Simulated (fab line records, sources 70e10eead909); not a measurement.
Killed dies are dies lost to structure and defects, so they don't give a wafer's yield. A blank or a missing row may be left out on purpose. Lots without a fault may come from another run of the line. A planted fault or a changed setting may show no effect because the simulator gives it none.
Which tool did it? | flow nand_harc | 12 lots, 36 wafers sampled, at 5 steps of a route of 1159

WHAT THE GAUGES READ, wafer by wafer
NHARC_END_SORT_01. Usual: defect_limited_yield 95.2 %, standard deviation 1.6; killed_at_array 28, standard deviation 11; killed_at_other 0.8, standard deviation 1.3; killed_at_periphery 3.6, standard deviation 2.5; killed_dies 32, standard deviation 11; killed_open 3.0, standard deviation 1.8; killed_short 2.0, standard deviation 1.5; sort_bin_2_pct 1.5 %, standard deviation 0.66; sort_bin_3_pct 0.25 %, standard deviation 0.23; sort_bin_4_pct 3.0 %, standard deviation 1.1; sort_n_pass 645, standard deviation 11; sort_rim_yield_pct 96.0 %, standard deviation 2.9; sort_yield_pct 95.2 %, standard deviation 1.6.
lot  | measured     | on        | defect_limited_yield (%) | killed_at_array | killed_at_other | killed_at_periphery | killed_dies | killed_open | killed_short | sort_bin_2_pct (%) | sort_bin_3_pct (%) | sort_bin_4_pct (%) | sort_n_pass | sort_rim_yield_pct (%) | sort_yield_pct (%) | flag
L918 | day 22 13:20 | prober-01 | 96.5 95.9 93.9           | 20 21 32        | 1 0 2           | 3 7 7               | 24 28 41    | 2 2 2       | 4 4 2        | 1.3 1.6 2.5        | 0 0.15 0.44        | 2.2 2.4 3.1        | 653 649 636 | 94.3 95.3 99.1         | 96.5 95.9 93.9     |
L919 | day 22 12:20 | prober-02 | 94.4 95.1 96.0           | 37 33 26        | 0 0 0           | 1 0 1               | 38 33 27    | 2 0 2       | 3 2 0        | 1.2 1.0 1.0        | 0.30 0.15 0.15     | 4.1 3.7 2.8        | 639 644 650 | 96.2 93.4 100.0        | 94.4 95.1 96.0     |
L925 | day 23 19:44 | prober-02 | 92.0 92.8 92.0           | 46 38 44        | 2 4 4           | 6 7 6               | 54 49 54    | 4 2 5       | 5 4 1        | 2.7 1.8 2.8        | 0.30 0.59 0.44     | 5.0 4.9 4.7        | 623 628 623 | 91.5 90.6 91.5         | 92.0 92.8 92.0     |

WHICH TOOL RAN EACH LOT (tool, then ch and the chambers of the sampled wafers, then the start)
lot  | NHARC_P_M1_ETCH_15                            | NHARC_P_M1_ETCH_28                            | NHARC_P_M1_PRE_CLEAN_32         | NHARC_P_M2_EXPOSE_06
L908 | rie_diel-04 ch 1,2, day 6 11:16 or earlier    | rie_diel-04 ch 1,2,3, day 6 11:16 or earlier  | pecvd-04 ch 0,1,2, day 6 11:16  | arfi_scanner-03 ch 0, day 6 12:26
L909 | rie_diel-12 ch 2,3, day 6 19:46 or earlier    | rie_diel-08 ch 1,3, day 6 19:46 or earlier    | pecvd-02 ch 1,2, day 6 19:46    | arfi_scanner-02 ch 0, day 6 20:58
L910 | rie_diel-12 ch 1,2,3, day 6 21:16 or earlier  | rie_diel-08 ch 0,2,3, day 6 21:16 or earlier  | pecvd-03 ch 1,2, day 6 21:16    | arfi_scanner-02 ch 0, day 6 22:18
L911 | rie_diel-08 ch 0,2,3, day 7 15:56 or earlier  | rie_diel-12 ch 0,3, day 7 15:56 or earlier    | pecvd-03 ch 1,2, day 7 15:56    | arfi_scanner-03 ch 0, day 7 16:58
L913 | rie_diel-08 ch 1,2,3, day 7 20:44 or earlier  | rie_diel-04 ch 0,2,3, day 7 20:44 or earlier  | pecvd-03 ch 1,2, day 7 20:44    | arfi_scanner-02 ch 0, day 7 22:01
L914 | rie_diel-12 ch 0,1,2, day 7 23:53 or earlier  | rie_diel-12 ch 1,2,3, day 7 23:53 or earlier  | pecvd-04 ch 0,1,2, day 7 23:53  | arfi_scanner-03 ch 0, day 8 01:04
L918 | rie_diel-08 ch 2,3, day 9 05:14 or earlier    | rie_diel-12 ch 0,2, day 9 05:14 or earlier    | pecvd-03 ch 0,1, day 9 05:14    | arfi_scanner-03 ch 0, day 9 06:24
L919 | rie_diel-12 ch 0,2,3, day 9 10:16 or earlier  | rie_diel-08 ch 0,1,3, day 9 10:16 or earlier  | pecvd-03 ch 0,1,2, day 9 10:16  | arfi_scanner-03 ch 0, day 9 11:20
L924 | rie_diel-12 ch 0,1,3, day 10 07:20 or earlier | rie_diel-12 ch 1,2,3, day 10 07:20 or earlier | pecvd-04 ch 0,2, day 10 07:20   | arfi_scanner-02 ch 0, day 10 08:29
L925 | rie_diel-08 ch 1,2,3, day 10 15:05 or earlier | rie_diel-04 ch 0,2,3, day 10 15:05 or earlier | pecvd-04 ch 0,1,2, day 10 15:05 | arfi_scanner-01 ch 0, day 10 16:14
L926 | rie_diel-08 ch 1,2, day 11 01:27 or earlier   | rie_diel-08 ch 0,2,3, day 11 01:27 or earlier | pecvd-04 ch 0,1, day 11 01:27   | arfi_scanner-01 ch 0, day 11 02:41
L929 | rie_diel-12 ch 0,1,2, day 11 12:37 or earlier | rie_diel-08 ch 1,2,3, day 11 12:37 or earlier | pecvd-02 ch 0,1,2, day 11 12:37 | arfi_scanner-02 ch 0, day 11 13:48
- NHARC_P_M1_ETCH_15: etches the open film in C4F8/Ar, target depth 182.5 nm, time 91.2 s.
- NHARC_P_M1_ETCH_28: etches the open film in CF4/N2, target depth 30 nm, time 72.99 s.
- NHARC_P_M1_PRE_CLEAN_32: time 12 s.
- NHARC_P_M2_EXPOSE_06: exposes mask P M2, target cd 170 nm.

WHAT THE TOOLS THEMSELVES READ (means of the sampled wafers that have a number; where no wafer has one, the mark that the record gives instead)
NHARC_P_M1_ETCH_15. Usual: oes_product_au 0.956 a.u., standard deviation 0.02; rf_vpp_V 441.3 V, standard deviation 2.4.
lot  | tool        | oes_product_au (a.u.) | rf_vpp_V (V) | flag
L908 | rie_diel-04 | 0.962                 | 438.7        |
L909 | rie_diel-12 | 0.923                 | 443.6        |
L910 | rie_diel-12 | 0.964                 | 440.5        |
L911 | rie_diel-08 | 0.973                 | 443.0        |
L913 | rie_diel-08 | 0.927                 | 441.6        |
L914 | rie_diel-12 | 0.927                 | 442.0        |
L918 | rie_diel-08 | 0.954                 | 442.6        |
L919 | rie_diel-12 | 0.926                 | 442.0        |
L924 | rie_diel-12 | 0.976                 | 439.5        |
L925 | rie_diel-08 | 0.967                 | 441.8        |
L926 | rie_diel-08 | 0.964                 | 441.8        |
L929 | rie_diel-12 | 0.962                 | 441.7        |

NHARC_P_M1_ETCH_28. Usual: drypump_motor_current_A 5.7 A, standard deviation 0.47; oes_product_au 0.999 a.u., standard deviation 0.0073; rf_vpp_V 314.3 V, standard deviation 1.8; showerhead_plenum_p_Torr 2.64 Torr, standard deviation 0.099; throttle_valve_pct 19.793 %, standard deviation 0.0092.
lot  | tool        | drypump_motor_current_A (A) | oes_product_au (a.u.) | rf_vpp_V (V) | showerhead_plenum_p_Torr (Torr) | throttle_valve_pct (%) | flag
L908 | rie_diel-04 | 5.9                         | 0.996                 | 311.7        | 2.52                            | 19.800                 |
L909 | rie_diel-08 | 5.8                         | 0.994                 | 315.6        | 2.70                            | 19.799                 |
L910 | rie_diel-08 | 5.5                         | 0.994                 | 314.9        | 2.71                            | 19.782                 |
L911 | rie_diel-12 | 6.1                         | 1.004                 | 313.8        | 2.63                            | 19.791                 |
L913 | rie_diel-04 | 5.4                         | 1.004                 | 313.4        | 2.57                            | 19.794                 |
L914 | rie_diel-12 | 5.8                         | 1.001                 | 314.1        | 2.65                            | 19.781                 |
L918 | rie_diel-12 | 6.1                         | 1.000                 | 314.5        | 2.71                            | 19.790                 |
L919 | rie_diel-08 | 5.5                         | 0.998                 | 315.5        | 2.72                            | 19.803                 |
L924 | rie_diel-12 | 5.8                         | 0.998                 | 315.2        | 2.65                            | 19.793                 |
L925 | rie_diel-04 | 5.4                         | 1.002                 | 312.7        | 2.57                            | 19.789                 |
L926 | rie_diel-08 | 5.5                         | 0.989                 | 315.3        | 2.70                            | 19.793                 |
L929 | rie_diel-08 | 5.5                         | 0.999                 | 314.9        | 2.68                            | 19.797                 |

NHARC_P_M1_PRE_CLEAN_32. Usual: heater_power_w 620 W, standard deviation 110.
lot  | tool     | heater_power_w (W) | flag
L908 | pecvd-04 | 653                |
L909 | pecvd-02 | 612                |
L910 | pecvd-03 | 728                |
L911 | pecvd-03 | 650                |
L913 | pecvd-03 | 661                |
L914 | pecvd-04 | 677                |
L918 | pecvd-03 | 626                |
L919 | pecvd-03 | 649                |
L924 | pecvd-04 | 646                |
L925 | pecvd-04 | 665                |
L926 | pecvd-04 | 660                |
L929 | pecvd-02 | 587                |

NHARC_P_M2_EXPOSE_06. Usual: exposure_dose_mJ_cm2 80.77, standard deviation 0.07.
lot  | tool            | exposure_dose_mJ_cm2 | flag
L908 | arfi_scanner-03 | 80.78                |
L909 | arfi_scanner-02 | 80.82                |
L910 | arfi_scanner-02 | 80.79                |
L911 | arfi_scanner-03 | 79.43                | OFF
L913 | arfi_scanner-02 | 80.76                |
L914 | arfi_scanner-03 | 79.80                | OFF
L918 | arfi_scanner-03 | 79.93                | OFF
L919 | arfi_scanner-03 | 80.13                | OFF
L924 | arfi_scanner-02 | 80.75                |
L925 | arfi_scanner-01 | 80.79                |
L926 | arfi_scanner-01 | 80.76                |
L929 | arfi_scanner-02 | 80.68                |

THE ANSWER, worked out from the rows above alone
Rule: a lot is off if the mean of its wafers that have a number lies more than 3 standard deviations from the usual mean. A lot without any number at a reading at which 4 lots or more have one is off too. The other lots that the step has rows for count as sound. The gauges are gone through in route order, then the tools' own readings, and for those a lot's mean is taken as printed above. The first step at which some lot is off is used, and at that step the reading that is off furthest; a lot without a number counts as furthest.
Off: L911, L914, L918, L919, at NHARC_P_M2_EXPOSE_06 (exposure_dose_mJ_cm2).
A tool fits if, at that step or a process step before it, it ran every lot that is off, and no sound lot after the first of them. NHARC_P_M1_ETCH_15 gives no start for some lots, so the hours and the order of its lots are those of NHARC_P_M1_PRE_CLEAN_32. NHARC_P_M1_ETCH_28 gives no start for some lots, so the hours and the order of its lots are those of NHARC_P_M1_PRE_CLEAN_32. One fits: arfi_scanner-03 at NHARC_P_M2_EXPOSE_06. Its last sound lot is L908 (day 6 12:26), its first lot that is off L911 (day 7 16:58): a fault that began between those two fits.
The tool's own readings at NHARC_P_M2_EXPOSE_06 bear it out: on the lots that are off they differ by more than 5 times the standard deviation of the sound lots' means. exposure_dose_mJ_cm2 reads 79.82 there against 80.77 on the sound lots.

WHAT THE SIMULATOR HAD PUT IN
Process parameter drift: arfi_scanner-03, from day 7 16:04 on, at NHARC_P_M2_EXPOSE_06. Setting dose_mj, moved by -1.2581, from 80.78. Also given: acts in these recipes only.
Lots struck among those shown: L919, L918, L911, L914. The rule above found the same.
